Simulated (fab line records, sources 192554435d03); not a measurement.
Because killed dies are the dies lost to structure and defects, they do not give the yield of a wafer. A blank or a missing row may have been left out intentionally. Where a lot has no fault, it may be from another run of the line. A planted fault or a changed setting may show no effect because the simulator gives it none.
Lot-split experiment + flow n5-finfet + route with 1938 steps; 7 lots, 21 wafers read

== THE SPLIT ITSELF ==
At N5_BEOL_M2_VIA_ETCH_34 (etches the open film in C4F6/O2, target depth 69.4 nm, time 65.9 s), the setting time-s was moved away from the recipe's 65.9 s on 10 of the 21 wafers read, by -21.9% to +18.9%. The other wafers ran this setting at the recipe's value.

The reading comes from the split's own step.

== THE READING ==
SOC_of_BEOL_M2_COAT_67.thk-nm (the simulator's own value, which no gauge read), in nm, at N5_BEOL_M2_VIA_ETCH_34 (etches the open film in C4F6/O2, target depth 69.4 nm, time 65.9 s). There is no usual value for it anywhere in the file. Here, 11 wafers ran the recipe; their average is 52.1 nm with a standard deviation of 0.25 nm.

| wafer  | tool, chamber at the split | time-s as run, s | against the recipe | SOC_of_BEOL_M2_COAT_67.thk-nm, nm | against lot-mates on the recipe |
|--------|----------------------------|------------------|--------------------|-----------------------------------|---------------------------------|
| L075.1 | rie-diel-01, 1             | 70.17            | +6.5%              | 51                                | -0.9                            |
| L075.2 | rie-diel-01, 2             | 65.9             | recipe             | 52                                | -                               |
| L075.3 | rie-diel-01, 0             | 65.9             | recipe             | 51.8                              | -                               |
| L081.1 | rie-diel-03, 2             | 65.9             | recipe             | 52                                | -                               |
| L081.2 | rie-diel-03, 1             | 65.9             | recipe             | 52.4                              | -                               |
| L081.5 | rie-diel-03, 2             | 51.45            | -21.9%             | 54.2                              | +2.0                            |
| L082.1 | rie-diel-05, 1             | 65.9             | recipe             | 52.4                              | -                               |
| L082.2 | rie-diel-05, 2             | 78.34            | +18.9%             | 50.4                              | -2.0                            |
| L082.5 | rie-diel-05, 0             | 78.34            | +18.9%             | 50.4                              | -2.0                            |
| L084.3 | rie-diel-01, 2             | 61.59            | -6.5%              | 52.6                              | +0.2                            |
| L084.5 | rie-diel-01, 2             | 61.59            | -6.5%              | 53                                | +0.6                            |
| L084.6 | rie-diel-01, 3             | 65.9             | recipe             | 52.4                              | -                               |
| L094.3 | rie-diel-05, 2             | 72.32            | +9.7%              | 51                                | no lot-mate on the recipe       |
| L094.4 | rie-diel-05, 0             | 72.32            | +9.7%              | 50.8                              | no lot-mate on the recipe       |
| L094.5 | rie-diel-05, 0             | 72.32            | +9.7%              | 50.8                              | no lot-mate on the recipe       |
| L096.2 | rie-diel-01, 1             | 65.9             | recipe             | 52                                | -                               |
| L096.3 | rie-diel-01, 0             | 65.9             | recipe             | 52                                | -                               |
| L096.4 | rie-diel-01, 3             | 65.9             | recipe             | 52.2                              | -                               |
| L097.3 | rie-diel-05, 1             | 65.9             | recipe             | 52                                | -                               |
| L097.5 | rie-diel-05, 1             | 58.17            | -11.7%             | 52.8                              | +1.0                            |
| L097.6 | rie-diel-05, 0             | 65.9             | recipe             | 51.6                              | -                               |

FIT RESULTS
A straight line over all 21 wafers: SOC_of_BEOL_M2_COAT_67.thk-nm changes by -0.0967 nm for each +1% of time-s; r = -0.96; the points scatter about the line by 0.27 nm.
The same after taking each lot's own level away (the mean of its wafers on the recipe; 18 wafers): -0.0976 nm for each +1%; r = -0.98; scatter 0.17 nm.
That fit puts the effect of the largest move of time-s on the reading at 2.1 nm.
Measured against the standard deviation above, the lots' own levels, which go from 51.80 to 52.40 nm, span 2.4 times it.
Consequently the slope shifts little with the lot-to-lot level, the two slopes agreeing.
Check: for one of the wafers moved furthest among these (-21.9%), held out of the fit, the line's prediction against its lot-mates is +2.11 nm. Against them it came out at +2 nm.

== ADDITIONAL SPLITS CARRIED BY THESE WAFERS ==
These wafers also went through other splits before the reading. Each is held against what the fit with the lots' levels taken away leaves over:
| other split on the same wafers | wafers away from the commonest value | r with SOC_of_BEOL_M2_COAT_67.thk-nm (lot level and that fit taken away) |
|--------------------------------|--------------------------------------|--------------------------------------------------------------------------|
| N5_BEOL_M2_EXPOSE_25 dose-mj   | 8                                    | -0.05                                                                    |
| N5_BEOL_M2_ETCH_69 bias-w      | 11                                   | +0.11                                                                    |

== THE WHOLE CHAIN: every reading that the file lists as answering this split, in the file's order ==
| step                   | what it does                                                       | reading                                                                        | change (the file's fit)                | r (the file's) |
|------------------------|--------------------------------------------------------------------|--------------------------------------------------------------------------------|----------------------------------------|----------------|
| N5_BEOL_M2_VIA_ETCH_34 | etches the open film in C4F6/O2, target depth 69.4 nm, time 65.9 s | etch.depth-nm (the simulator's own value, which no gauge read)                 | +0.769 nm for each +1% of the setting  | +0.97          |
| N5_BEOL_M2_VIA_ETCH_34 | etches the open film in C4F6/O2, target depth 69.4 nm, time 65.9 s | SOC_of_BEOL_M2_COAT_67.thk-nm (the simulator's own value, which no gauge read) | -0.0961 nm for each +1% of the setting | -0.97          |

== THE FILE'S OWN FIT ==
SOC_of_BEOL_M2_COAT_67.thk-nm changes by -0.0961 nm for each +1% of time-s, r = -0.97.
